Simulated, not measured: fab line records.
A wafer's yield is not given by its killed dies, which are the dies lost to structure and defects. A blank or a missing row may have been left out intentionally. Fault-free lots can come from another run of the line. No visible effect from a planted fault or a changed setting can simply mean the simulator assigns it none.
Chamber matching -- flow n5-finfet -- 3 sister chambers for N5_BEOL_M12_DESCUM_33 on rie-diel-04
The step chemistry O2, time 7.9 s. 6 wafers are shown with their chamber, then 6 later ones without.

== EACH WAFER AND ITS CHAMBER ==
wafer,chamber,throttle-valve-pct (%),showerhead-plenum-p-Torr (Torr)
L087.6,2,20.60,2.01
L091.3,3,20.11,2.06
L091.5,3,20.11,2.06
L092.1,1,19.99,2.22
L092.3,2,20.62,2.00
L092.5,1,19.99,2.22

== WAFERS MISSING THEIR CHAMBER ==
wafer,throttle-valve-pct (%),showerhead-plenum-p-Torr (Torr)
L095.2,20.61,2.00
L095.5,20.63,2.00
L095.6,20.01,2.22
L097.2,20.01,2.21
L097.4,20.64,2.00
L097.6,20.10,2.05

== THE CHAMBER EACH PASSED THROUGH ==
wafer,from the rows above,in truth
L095.2,2,2
L095.5,2,2
L095.6,1,1
L097.2,1,1
L097.4,2,2
L097.6,3,3
6 of 6 placed correctly. From these rows, 0 cannot be placed. Wrongly placed: 0.
How it was worked out, from the rows above alone: a wafer's distance from a chamber is the root of the sum, over the readings, of the square of ((its reading less the chamber's mean) divided by the reading's scatter). If the next closest chamber is less than 2 further off than the closest, the wafer can't be placed; otherwise it belongs to the closest. Each chamber's mean is taken over the wafers shown for it. The scatter is the square root of a quotient: the sum, over the shown wafers, of each reading's squared deviation from its chamber's mean, divided by wafers minus chambers.
